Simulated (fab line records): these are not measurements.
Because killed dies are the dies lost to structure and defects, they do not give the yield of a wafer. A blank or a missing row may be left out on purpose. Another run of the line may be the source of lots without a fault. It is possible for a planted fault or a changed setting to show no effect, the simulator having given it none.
A struck lot beside a sound one :: flow n5Finfet :: 14 out of 1938 route steps
Sound: the wafers L546.2, L546.3, L546.6. The struck wafers were L540.1, L540.3, L540.5. The cause comes at the end.
Per side, at each step with rows, come the tool, then ch with its chambers, and then its first start. Under that, the readings that differ: sound wafers :: struck wafers :: difference of the means :: sigmas: that difference in standard deviations of wafers without a fault.
alike: readings with means less than 2 such deviations apart, plus words and numbers identical on both sides. not compared: withheld readings, readings lacking a value on some wafer, bounds such as >300 that could conceal the same value, and numbers that have no deviation in the record and whose values overlap.
A row with sigmas, a row that says differs or no value, or rows on one side alone: a step with any of these is where the two part. When numbers do not overlap yet have no deviation, they are printed without sigmas and do not part them. Lack of a reading on every wafer of one side parts them only where that side has two or more wafers.

first, 1 step without rows for these wafers: N5_BEOL_M11_STRIP_68 (strips in N2/H2).
N5_BEOL_M11_STRIP_67: strips in CF4.
  sound on rieDiel-05 ch 0,1,3, day 15 08:35; struck on rieDiel-05 ch 2,3, day 14 12:20
  alike: drypumpMotorCurrentA, oesProductAu, rfVppV, showerheadPlenumPTorr, throttleValvePct
  not compared: rfHoursCounterH
N5_BEOL_M11_HM_OPEN_17: chemistry Cl2/BCl3, target TiN, target depth 20 nm, overetch 6 nm.
  sound on rieMetal-01 ch 0, day 15 08:37; struck on rieMetal-03 ch 0,1, day 14 12:23
reading: drypumpMotorCurrentA (A)
sound: 6.2 6.3 6.3
struck: 5.2 5.2 5.6
difference: -0.9
sigmas: -3
  alike: heBacksideLeakSccm, oesProductAu, throttleValvePct
  not compared: rfHoursCounterH
N5_BEOL_M11_STRIP_19: strips in O2.
  sound on rieDiel-03 ch 0,2,3, day 15 08:52; struck on rieDiel-02 ch 0,2,3, day 14 12:31
  alike: drypumpMotorCurrentA, o2FlowSccm, oesProductAu, rfVppV, showerheadPlenumPTorr, throttleValvePct
  not compared: rfHoursCounterH
N5_BEOL_M11_CD_MEAS_18: pitch 140 nm, target cd 70 nm.
  sound: cdSem-02 at day 15 08:56; struck: cdSem-03 at day 14 12:35
  alike: cdNm
then, 7 steps without rows for these wafers: N5_BEOL_M11_COAT_63 (time 60 s, resist thk 100 nm); N5_BEOL_M11_COAT_64 (time 60 s, resist thk 30 nm); N5_BEOL_M11_COAT_22 (resist thk 90 nm); N5_BEOL_M11_EBR_24; N5_BEOL_M11_SOFTBAKE_23 (time 60 s); N5_BEOL_M11_EXPOSE_25 (exposes mask V10); N5_BEOL_M11_PEB_26 (peb time 60 s).
N5_BEOL_M11_DEVELOP_27: develop time 30 s.
  struck on lithoTrack-04, day 14 13:06; sound on lithoTrack-03 ch 0, day 15 09:50
  no value came back on the struck wafers for chillPlateTempC (C), developTimeS (s); on the sound wafers chillPlateTempC (C) reads 23.00 22.95 22.85
reading: model.CAR-ArF_of_BEOL_M11_COAT_22.thkNm (nm)
sound: 88.4 88.2 88.4
struck: 90 90.2 90.2
difference: +2
sigmas: 
N5_BEOL_M11_CD_MEAS_28 targets a cd of 70 nm.
  sound on cdSem-03 ch 0, day 15 09:53; struck on cdSem-03 ch 0, day 14 13:10
reading: cdNm (nm)
sound: 69.0 68.8 68.1
struck: - - -
difference: no value on the struck wafers
sigmas: 

== WHERE THEY PART ==
Last at N5_BEOL_M11_CD_MEAS_28 as far as this record goes, first at N5_BEOL_M11_HM_OPEN_17.

WHY: what had been put in by the simulator
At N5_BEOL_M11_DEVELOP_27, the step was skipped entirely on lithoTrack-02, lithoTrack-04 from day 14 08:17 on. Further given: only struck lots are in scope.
